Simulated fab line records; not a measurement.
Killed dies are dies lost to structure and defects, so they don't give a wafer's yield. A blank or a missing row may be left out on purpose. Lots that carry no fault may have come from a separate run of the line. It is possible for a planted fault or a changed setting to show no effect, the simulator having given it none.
Comparing a struck lot with a sound one	flow nand harc	14 out of 1302 route steps
Sound: these wafers, L320.1, L320.3, L320.5. Struck: wafer L325.3. (L325.6 of the same lot was not struck and is left out.) The cause comes at the end.
Per side, at each step with rows, come the tool, then ch with its chambers, and then its first start. Under that, the readings that differ: sound wafers	struck wafers	difference of the means	sigmas: that difference in standard deviations of wafers without a fault.
alike: same words and numbers on both sides, and readings whose means sit less than 2 such deviations apart. not compared: any withheld reading, any reading some wafer has no value for, any bound like >300 that may hide the same value, and any number with overlapping values for which the record gives no deviation.
Wherever a step has rows on one side only, a row that says differs or no value, or a row with sigmas, the two part there. Numbers that don't overlap but have no deviation are shown without sigmas and don't part them. Lack of a reading on every wafer of one side parts them only where that side has two or more wafers.

first, 2 steps without rows for these wafers: NHARC_A_SOURCE_PLATE_CVD_03 (deposits poly-Si, target thk 200 nm, time 4000 s); NHARC_A_SOURCE_PLATE_ANNEAL_05 (time 1800 s).
NHARC_A_SOURCE_PLATE_THK_MEAS_06: measures by ellipsometry.
  sound: film metro-02 at day 12 08:19; struck: film metro-02 at day 14 14:39
  alike: thk nm
NHARC_A_SOURCE_PLATE_INSPECT_08:
  sound: defect inspect-02 at day 12 08:23; struck: defect inspect-01 at day 14 14:45
  alike: raw defect count
then, no rows for these wafers at 1 step: NHARC_A_ONON_D1_DEP_00 (target thk 1000 nm).
NHARC_A_ONON_D1_THK_MEAS_02: measures by ellipsometry.
  sound: film metro-02 at day 12 08:58; struck: film metro-01 at day 14 15:20
  alike: thk nm
then, no rows for these wafers at 1 step: NHARC_A_ONON_D1_DEP_03 (target thk 1000 nm).
NHARC_A_ONON_D1_THK_MEAS_05: measures by ellipsometry.
  sound: film metro-01 at day 12 09:31; struck: film metro-02 at day 14 15:53
  alike: thk nm
then, no rows for these wafers at 1 step: NHARC_A_ONON_D1_DEP_06 (target thk 1000 nm).
NHARC_A_ONON_D1_THK_MEAS_08: measures by ellipsometry.
  sound: film metro-01 at day 12 10:05; struck: film metro-01 at day 14 16:27
  alike: thk nm
NHARC_A_ONON_D1_DEP_09: target thk 1000 nm.
  sound on pecvd onon-03 ch 0, day 12 10:09; struck on pecvd onon-04 ch 0, day 14 16:37
  alike: susceptor temp C
NHARC_A_ONON_D1_THK_MEAS_11: measures by ellipsometry.
  sound: film metro-02 at day 12 10:39; struck: film metro-01 at day 14 17:01
reading	sound	struck	difference	sigmas
thk nm (nm)	998 998 998	1519	+521	+56
then, no rows for these wafers at 1 step: NHARC_A_ONON_D1_DEP_12 (target thk 1000 nm).
-- break in the record here, with 17 days between the starts of the struck wafers on either side (left off in module A_ONON_D1, picked up again in module END, where the first step shown is number 1302 on the route) --
NHARC_END_SORT_01:
  sound on prober-01 ch 0, day 29 10:55; struck on prober-01 ch 0, day 31 12:13
reading	sound	struck	difference	sigmas
killed at array	27 33 29	669	+639	+36
killed dies	31 35 34	677	+644	+34
  alike: killed at other, killed at periphery, killed open, killed short

## WHERE THEY PART
Last at NHARC_END_SORT_01 as far as this record goes, first at NHARC_A_ONON_D1_THK_MEAS_11.

WHY: what had been put in by the simulator
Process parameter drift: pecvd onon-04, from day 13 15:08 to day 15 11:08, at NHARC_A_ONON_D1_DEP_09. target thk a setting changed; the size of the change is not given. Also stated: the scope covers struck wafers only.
